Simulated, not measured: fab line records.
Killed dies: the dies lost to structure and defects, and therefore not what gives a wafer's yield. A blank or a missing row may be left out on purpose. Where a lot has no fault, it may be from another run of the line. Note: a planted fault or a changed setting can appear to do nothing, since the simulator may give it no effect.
Lot-split experiment || flow n5Finfet || on a route of 1938 steps: 7 lots, 39 wafers read

## SPLIT DETAILS
At N5_DUMMY_GATE_DESCUM_20 (chemistry O2, time 6.2 s), the setting timeS was moved away from the recipe's 6.2 s on 15 of the 39 wafers read, by -56.2% to +46.3%. This setting was run at the recipe's value on the other wafers.

Between the split and the reading, the file records no step.

## THE READING
CAR-EUV_of_DUMMY_GATE_COAT_09.thkNm (the simulator's own value, which no gauge read), in nm, at N5_DUMMY_GATE_ETCH_29 (etches underlayer in N2/H2, target depth 13 nm). No usual value for it is given in the file. Average 19.0 nm, standard deviation 0.12 nm, over the 24 wafers here run with the recipe.

{"wafer": "L075.2", "tool, chamber at the split": "rieDiel-04, 1", "timeS as run, s": 6.2, "against the recipe": "recipe", "CAR-EUV_of_DUMMY_GATE_COAT_09.thkNm, nm": 18.8, "against lot-mates on the recipe": "-"}
{"wafer": "L075.3", "tool, chamber at the split": "rieDiel-04, 0,2", "timeS as run, s": 6.2, "against the recipe": "recipe", "CAR-EUV_of_DUMMY_GATE_COAT_09.thkNm, nm": 19, "against lot-mates on the recipe": "-"}
{"wafer": "L075.4", "tool, chamber at the split": "rieDiel-04, 0,2", "timeS as run, s": 6.2, "against the recipe": "recipe", "CAR-EUV_of_DUMMY_GATE_COAT_09.thkNm, nm": 19, "against lot-mates on the recipe": "-"}
{"wafer": "L076.1", "tool, chamber at the split": "rieDiel-05, 2,1,1", "timeS as run, s": 6.2, "against the recipe": "recipe", "CAR-EUV_of_DUMMY_GATE_COAT_09.thkNm, nm": 19.2, "against lot-mates on the recipe": "-"}
{"wafer": "L076.2", "tool, chamber at the split": "rieDiel-05, 2,1,1", "timeS as run, s": 6.2, "against the recipe": "recipe", "CAR-EUV_of_DUMMY_GATE_COAT_09.thkNm, nm": 19, "against lot-mates on the recipe": "-"}
{"wafer": "L076.6", "tool, chamber at the split": "rieDiel-05, 2,1,1", "timeS as run, s": 6.2, "against the recipe": "recipe", "CAR-EUV_of_DUMMY_GATE_COAT_09.thkNm, nm": 19, "against lot-mates on the recipe": "-"}
{"wafer": "L076.3", "tool, chamber at the split": "rieDiel-05, 3,0,0", "timeS as run, s": 4.215, "against the recipe": "-32.0%", "CAR-EUV_of_DUMMY_GATE_COAT_09.thkNm, nm": 20.2, "against lot-mates on the recipe": "+1.1"}
{"wafer": "L076.4", "tool, chamber at the split": "rieDiel-05, 3,0,0", "timeS as run, s": 4.215, "against the recipe": "-32.0%", "CAR-EUV_of_DUMMY_GATE_COAT_09.thkNm, nm": 20.2, "against lot-mates on the recipe": "+1.1"}
{"wafer": "L076.5", "tool, chamber at the split": "rieDiel-05, 3,0,0", "timeS as run, s": 4.215, "against the recipe": "-32.0%", "CAR-EUV_of_DUMMY_GATE_COAT_09.thkNm, nm": 20, "against lot-mates on the recipe": "+0.9"}
{"wafer": "L082.1", "tool, chamber at the split": "rieDiel-02, 1,2", "timeS as run, s": 2.717, "against the recipe": "-56.2%", "CAR-EUV_of_DUMMY_GATE_COAT_09.thkNm, nm": 20.8, "against lot-mates on the recipe": "+1.7"}
{"wafer": "L082.2", "tool, chamber at the split": "rieDiel-02, 0,2,1", "timeS as run, s": 6.2, "against the recipe": "recipe", "CAR-EUV_of_DUMMY_GATE_COAT_09.thkNm, nm": 19.2, "against lot-mates on the recipe": "-"}
{"wafer": "L082.3", "tool, chamber at the split": "rieDiel-02, 1,2", "timeS as run, s": 2.717, "against the recipe": "-56.2%", "CAR-EUV_of_DUMMY_GATE_COAT_09.thkNm, nm": 20.6, "against lot-mates on the recipe": "+1.5"}
{"wafer": "L082.4", "tool, chamber at the split": "rieDiel-02, 0,2,1", "timeS as run, s": 6.2, "against the recipe": "recipe", "CAR-EUV_of_DUMMY_GATE_COAT_09.thkNm, nm": 19, "against lot-mates on the recipe": "-"}
{"wafer": "L082.6", "tool, chamber at the split": "rieDiel-02, 0,2,1", "timeS as run, s": 6.2, "against the recipe": "recipe", "CAR-EUV_of_DUMMY_GATE_COAT_09.thkNm, nm": 19, "against lot-mates on the recipe": "-"}
{"wafer": "L082.5", "tool, chamber at the split": "rieDiel-02, 0", "timeS as run, s": 2.717, "against the recipe": "-56.2%", "CAR-EUV_of_DUMMY_GATE_COAT_09.thkNm, nm": 21, "against lot-mates on the recipe": "+1.9"}
{"wafer": "L086.1", "tool, chamber at the split": "rieDiel-04, 0,1,2", "timeS as run, s": 6.2, "against the recipe": "recipe", "CAR-EUV_of_DUMMY_GATE_COAT_09.thkNm, nm": 19, "against lot-mates on the recipe": "-"}
{"wafer": "L086.2", "tool, chamber at the split": "rieDiel-04, 0,1,2", "timeS as run, s": 6.2, "against the recipe": "recipe", "CAR-EUV_of_DUMMY_GATE_COAT_09.thkNm, nm": 19, "against lot-mates on the recipe": "-"}
{"wafer": "L086.6", "tool, chamber at the split": "rieDiel-04, 0,1,2", "timeS as run, s": 6.2, "against the recipe": "recipe", "CAR-EUV_of_DUMMY_GATE_COAT_09.thkNm, nm": 19, "against lot-mates on the recipe": "-"}
{"wafer": "L086.3", "tool, chamber at the split": "rieDiel-04, 2,3,3", "timeS as run, s": 9.072, "against the recipe": "+46.3%", "CAR-EUV_of_DUMMY_GATE_COAT_09.thkNm, nm": 17.6, "against lot-mates on the recipe": -1.4}
{"wafer": "L086.5", "tool, chamber at the split": "rieDiel-04, 2,3,3", "timeS as run, s": 9.072, "against the recipe": "+46.3%", "CAR-EUV_of_DUMMY_GATE_COAT_09.thkNm, nm": 17.6, "against lot-mates on the recipe": -1.4}
{"wafer": "L086.4", "tool, chamber at the split": "rieDiel-04, 2,3,3", "timeS as run, s": 9.072, "against the recipe": "+46.3%", "CAR-EUV_of_DUMMY_GATE_COAT_09.thkNm, nm": 17.4, "against lot-mates on the recipe": -1.6}
{"wafer": "L092.1", "tool, chamber at the split": "rieDiel-02, 3", "timeS as run, s": 6.2, "against the recipe": "recipe", "CAR-EUV_of_DUMMY_GATE_COAT_09.thkNm, nm": 18.8, "against lot-mates on the recipe": "-"}
{"wafer": "L092.2", "tool, chamber at the split": "rieDiel-02, 0,3", "timeS as run, s": 4.172, "against the recipe": "-32.7%", "CAR-EUV_of_DUMMY_GATE_COAT_09.thkNm, nm": 20.2, "against lot-mates on the recipe": "+1.2"}
{"wafer": "L092.3", "tool, chamber at the split": "rieDiel-02, 2,0", "timeS as run, s": 6.2, "against the recipe": "recipe", "CAR-EUV_of_DUMMY_GATE_COAT_09.thkNm, nm": 19, "against lot-mates on the recipe": "-"}
{"wafer": "L092.4", "tool, chamber at the split": "rieDiel-02, 2", "timeS as run, s": 4.172, "against the recipe": "-32.7%", "CAR-EUV_of_DUMMY_GATE_COAT_09.thkNm, nm": 20, "against lot-mates on the recipe": "+1.0"}
{"wafer": "L092.5", "tool, chamber at the split": "rieDiel-02, 0,3", "timeS as run, s": 4.172, "against the recipe": "-32.7%", "CAR-EUV_of_DUMMY_GATE_COAT_09.thkNm, nm": 20, "against lot-mates on the recipe": "+1.0"}
{"wafer": "L092.6", "tool, chamber at the split": "rieDiel-02, 2,0", "timeS as run, s": 6.2, "against the recipe": "recipe", "CAR-EUV_of_DUMMY_GATE_COAT_09.thkNm, nm": 19.2, "against lot-mates on the recipe": "-"}
{"wafer": "L093.1", "tool, chamber at the split": "rieDiel-04, 1,2,0,3", "timeS as run, s": 6.2, "against the recipe": "recipe", "CAR-EUV_of_DUMMY_GATE_COAT_09.thkNm, nm": 19, "against lot-mates on the recipe": "-"}
{"wafer": "L093.5", "tool, chamber at the split": "rieDiel-04, 1,2,0,3", "timeS as run, s": 6.2, "against the recipe": "recipe", "CAR-EUV_of_DUMMY_GATE_COAT_09.thkNm, nm": 19, "against lot-mates on the recipe": "-"}
{"wafer": "L093.2", "tool, chamber at the split": "rieDiel-04, 0,3", "timeS as run, s": 6.2, "against the recipe": "recipe", "CAR-EUV_of_DUMMY_GATE_COAT_09.thkNm, nm": 18.8, "against lot-mates on the recipe": "-"}
{"wafer": "L093.3", "tool, chamber at the split": "rieDiel-04, 1,2,0,3", "timeS as run, s": 6.2, "against the recipe": "recipe", "CAR-EUV_of_DUMMY_GATE_COAT_09.thkNm, nm": 18.8, "against lot-mates on the recipe": "-"}
{"wafer": "L093.4", "tool, chamber at the split": "rieDiel-04, 0,3", "timeS as run, s": 6.2, "against the recipe": "recipe", "CAR-EUV_of_DUMMY_GATE_COAT_09.thkNm, nm": 18.8, "against lot-mates on the recipe": "-"}
{"wafer": "L093.6", "tool, chamber at the split": "rieDiel-04, 1,2,0,3", "timeS as run, s": 6.2, "against the recipe": "recipe", "CAR-EUV_of_DUMMY_GATE_COAT_09.thkNm, nm": 18.8, "against lot-mates on the recipe": "-"}
{"wafer": "L097.1", "tool, chamber at the split": "rieDiel-02, 1,2,2", "timeS as run, s": 6.2, "against the recipe": "recipe", "CAR-EUV_of_DUMMY_GATE_COAT_09.thkNm, nm": 19, "against lot-mates on the recipe": "-"}
{"wafer": "L097.3", "tool, chamber at the split": "rieDiel-02, 1,2,2", "timeS as run, s": 6.2, "against the recipe": "recipe", "CAR-EUV_of_DUMMY_GATE_COAT_09.thkNm, nm": 19, "against lot-mates on the recipe": "-"}
{"wafer": "L097.5", "tool, chamber at the split": "rieDiel-02, 1,2,2", "timeS as run, s": 6.2, "against the recipe": "recipe", "CAR-EUV_of_DUMMY_GATE_COAT_09.thkNm, nm": 19, "against lot-mates on the recipe": "-"}
{"wafer": "L097.2", "tool, chamber at the split": "rieDiel-02, 0,3,3", "timeS as run, s": 7.673, "against the recipe": "+23.8%", "CAR-EUV_of_DUMMY_GATE_COAT_09.thkNm, nm": 18.4, "against lot-mates on the recipe": -0.6}
{"wafer": "L097.4", "tool, chamber at the split": "rieDiel-02, 0,3,3", "timeS as run, s": 7.673, "against the recipe": "+23.8%", "CAR-EUV_of_DUMMY_GATE_COAT_09.thkNm, nm": 18.2, "against lot-mates on the recipe": -0.8}
{"wafer": "L097.6", "tool, chamber at the split": "rieDiel-02, 0,3,3", "timeS as run, s": 7.673, "against the recipe": "+23.8%", "CAR-EUV_of_DUMMY_GATE_COAT_09.thkNm, nm": 18.2, "against lot-mates on the recipe": -0.8}
The file does not say which wafer passed through which chamber wherever a row lists several chambers: such a row stands for several wafers.

THE FIT
A straight line over all 39 wafers: CAR-EUV_of_DUMMY_GATE_COAT_09.thkNm changes by -0.0324 nm for each +1% of timeS; r = -0.99; the points scatter about the line by 0.13 nm.
The same after taking each lot's own level away (the mean of its wafers on the recipe; 39 wafers): -0.0316 nm for each +1%; r = -0.99; scatter 0.11 nm.
Per that fit: largest timeS move, reading shift of 1.8 nm.
The lots' own levels span 18.87 to 19.07 nm, that is 1.7 times the standard deviation above.
Consequently the slope shifts little with the lot-to-lot level, the two slopes agreeing.
Check: with one of the wafers moved furthest among these (-56.2%) left out of the fit, the line predicts +1.79 nm for it against its lot-mates. It came out at +1.73 nm against them.

## OTHER SPLITS APPLIED TO THESE WAFERS
These wafers also went through other splits before the reading. Each is held against what the fit with the lots' levels taken away leaves over:
{"other split on the same wafers": "N5_ZERO_LAYER_PECVD_02 timeS", "wafers away from the commonest value": 15, "r with CAR-EUV_of_DUMMY_GATE_COAT_09.thkNm (lot level and that fit taken away)": "+0.18"}
{"other split on the same wafers": "N5_FIN_SAQP_SPACER1_ALD_24 aldCycles", "wafers away from the commonest value": 15, "r with CAR-EUV_of_DUMMY_GATE_COAT_09.thkNm (lot level and that fit taken away)": -0.42}

## THE WHOLE CHAIN: every reading that the file lists as answering this split, in the file's order
{"step": "N5_DUMMY_GATE_DESCUM_20", "what it does": "chemistry O2, time 6.2 s", "reading": "CAR-EUV_of_DUMMY_GATE_COAT_09.thkNm (the simulator's own value, which no gauge read)", "change (the file's fit)": "-0.0302 nm for each +1% of the setting", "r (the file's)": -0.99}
{"step": "N5_DUMMY_GATE_ETCH_29", "what it does": "etches underlayer in N2/H2, target depth 13 nm", "reading": "CAR-EUV_of_DUMMY_GATE_COAT_09.thkNm (the simulator's own value, which no gauge read)", "change (the file's fit)": "-0.0316 nm for each +1% of the setting", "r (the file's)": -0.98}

## FILE'S OWN FIT
CAR-EUV_of_DUMMY_GATE_COAT_09.thkNm changes by -0.0316 nm for each +1% of timeS, r = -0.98.
